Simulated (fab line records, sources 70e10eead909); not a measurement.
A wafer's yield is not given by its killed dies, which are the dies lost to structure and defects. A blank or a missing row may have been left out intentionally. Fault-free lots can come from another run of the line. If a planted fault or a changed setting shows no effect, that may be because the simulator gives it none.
Chamber matching :: flow nand-harc :: NHARC_A_M1_DEP_33 on pecvd-04 has 3 sister chambers
The step deposits SiCN, target thk 30 nm. 6 wafers are shown with their chamber, then 7 later ones without.

== WAFERS, EACH WITH ITS CHAMBER ==
wafer: L794.2
chamber: 0
heater-power-w (W): 556
rf-fwd-power-W (W): 450.1

wafer: L808.1
chamber: 2
heater-power-w (W): 651
rf-fwd-power-W (W): 451.2

wafer: L808.3
chamber: 1
heater-power-w (W): 606
rf-fwd-power-W (W): 447.5

wafer: L808.4
chamber: 1
heater-power-w (W): 618
rf-fwd-power-W (W): 449.8

wafer: L809.1
chamber: 2
heater-power-w (W): 644
rf-fwd-power-W (W): 449.9

wafer: L809.5
chamber: 0
heater-power-w (W): 546
rf-fwd-power-W (W): 448.5

== WAFERS WITHOUT THEIR CHAMBER ==
wafer: L809.6
heater-power-w (W): 616
rf-fwd-power-W (W): 448.0

wafer: L812.1
heater-power-w (W): 566
rf-fwd-power-W (W): 450.0

wafer: L812.4
heater-power-w (W): 684
rf-fwd-power-W (W): 448.2

wafer: L812.5
heater-power-w (W): 579
rf-fwd-power-W (W): 450.5

wafer: L813.3
heater-power-w (W): 604
rf-fwd-power-W (W): 448.1

wafer: L813.4
heater-power-w (W): 481
rf-fwd-power-W (W): 451.3

wafer: L813.5
heater-power-w (W): 576
rf-fwd-power-W (W): 451.7

== CHAMBER TAKEN BY EACH ==
wafer: L809.6
from the rows above: 1
in truth: 1

wafer: L812.1
from the rows above: 0
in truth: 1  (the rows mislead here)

wafer: L812.4
from the rows above: 2
in truth: 2

wafer: L812.5
from the rows above: can't be placed: 0 or 1
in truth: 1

wafer: L813.3
from the rows above: 1
in truth: 1

wafer: L813.4
from the rows above: 0
in truth: 0

wafer: L813.5
from the rows above: can't be placed: 0 or 1
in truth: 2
Placed correctly: 4 of 7. Can't be placed from these rows: 2 (the true chamber is among the candidates in 1). Number placed wrongly: 1.
How it was worked out, from the rows above alone: a wafer's distance from a chamber is the root of the sum, over the readings, of the square of ((its reading less the chamber's mean) divided by the reading's scatter). If the next closest chamber is less than 2 further off than the closest, the wafer can't be placed; otherwise it belongs to the closest. The mean given for a chamber averages the wafers shown for that chamber. The scatter: take each reading less its chamber's mean, square it, sum over the shown wafers, divide by the number of wafers less the number of chambers, and take the root.
